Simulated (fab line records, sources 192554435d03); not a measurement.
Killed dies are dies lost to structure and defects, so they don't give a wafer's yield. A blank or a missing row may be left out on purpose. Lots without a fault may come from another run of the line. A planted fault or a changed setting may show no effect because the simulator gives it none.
One fault seen from 2 desks | flow n5_finfet | each desk has only its own numbers; what lay behind them comes last

THE TOOL OWNER'S DESK: rie_si-06
The tool's own readings at N5_FIN_SAQP_MANDREL_ETCH_22 (etches a-Si in HBr/Cl2, stops on SiNx, target depth 60 nm, bt time 10 s, time 30 s): means of the sampled wafers that have a number, for each lot that ran on this tool. A lot is out of limits, marked OUT, if its mean lies more than 4 standard deviations from the usual mean; the brackets give that distance.
Columns: A = drypump_motor_current_A at N5_FIN_SAQP_MANDREL_ETCH_22, usual 5.9 A; B = oes_product_au at N5_FIN_SAQP_MANDREL_ETCH_22, usual 0.772 a.u.; C = rf_fwd_power_W at N5_FIN_SAQP_MANDREL_ETCH_22, usual 794.8 W; D = throttle_valve_pct at N5_FIN_SAQP_MANDREL_ETCH_22, usual 35.4 %
lot  | first seen here | A   | B     | C               | D
L326 | day 2 05:26     | 5.8 | 0.782 | 795.3           | 35.4
L334 | day 4 03:43     | 6.0 | 0.753 | 791.0           | 35.8
L338 | day 5 05:46     | 5.9 | 0.772 | 858.4 (+21) OUT | 35.5
This desk's finding: out of limits on L338; first on L338, day 5 05:46 (rf_fwd_power_W at N5_FIN_SAQP_MANDREL_ETCH_22). In limits: L326, L334.

THE METROLOGY DESK
What the gauges read, lot by lot, whatever tool the lot ran on: means of the sampled wafers that have a number. A lot is out of limits, marked OUT, if its mean lies more than 4 standard deviations from the usual mean; the brackets give that distance. Of its 10 readings 7 are shown: those that lie furthest out on some lot.
Columns: A = DIBL_N at N5_BEOL_M4_RC_MEAS_101, usual 36.4 mV/V; B = DIBL_P at N5_BEOL_M4_RC_MEAS_101, usual 35.8 mV/V; C = IOFF_N at N5_BEOL_M4_RC_MEAS_101, usual 0.154 nA/um; D = IOFF_P at N5_BEOL_M4_RC_MEAS_101, usual 0.21 nA/um; E = ION_N at N5_BEOL_M4_RC_MEAS_101, usual 672 uA/um; F = SS_P at N5_BEOL_M4_RC_MEAS_101, usual 73.2 mV/dec; G = VT_N at N5_BEOL_M4_RC_MEAS_101, usual 250.4 mV
lot  | first seen here | A    | B    | C     | D    | E   | F    | G
L325 | day 7 23:47     | 34.2 | 33.8 | 0.133 | 0.19 | 660 | 72.3 | 250.8
L326 | day 8 03:09     | 37.8 | 37.2 | 0.165 | 0.24 | 667 | 73.3 | 250.6
L328 | day 8 18:55     | 36.5 | 36.2 | 0.156 | 0.18 | 673 | 73.2 | 251.5
L332 | day 10 07:44    | 35.1 | 32.9 | 0.136 | 0.19 | 675 | 72.7 | 250.2
L334 | day 11 06:26    | 35.8 | 35.6 | 0.133 | 0.18 | 662 | 73.0 | 253.7
L338 | day 11 06:43    | 38.8 | 38.4 | 0.192 | 0.25 | 678 | 74.6 | 246.4
L342 | day 12 21:00    | 35.9 | 35.2 | 0.149 | 0.24 | 668 | 72.8 | 253.0
L348 | day 14 10:36    | 37.3 | 35.6 | 0.155 | 0.20 | 677 | 72.8 | 250.1
This desk's finding: nothing out of limits on any of the 8 lots.

PUT TOGETHER
The tool owner's desk could have raised an alarm at day 5 05:46, on L338.
The metrology desk saw nothing out of limits.
The metrology desk has L338 on record, within its limits.
Of the lots named, all ran N5_FIN_SAQP_MANDREL_ETCH_22 on rie_si-06.

WHAT THE SIMULATOR HAD PUT IN
Process parameter drift: rie_si-06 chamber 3, from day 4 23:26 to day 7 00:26, at N5_FIN_SAQP_MANDREL_ETCH_22. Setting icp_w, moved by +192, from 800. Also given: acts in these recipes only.
Lots struck among those shown: L338.
Hours from the fault's start to each desk's first reading out of limits: the tool owner's desk, 6.
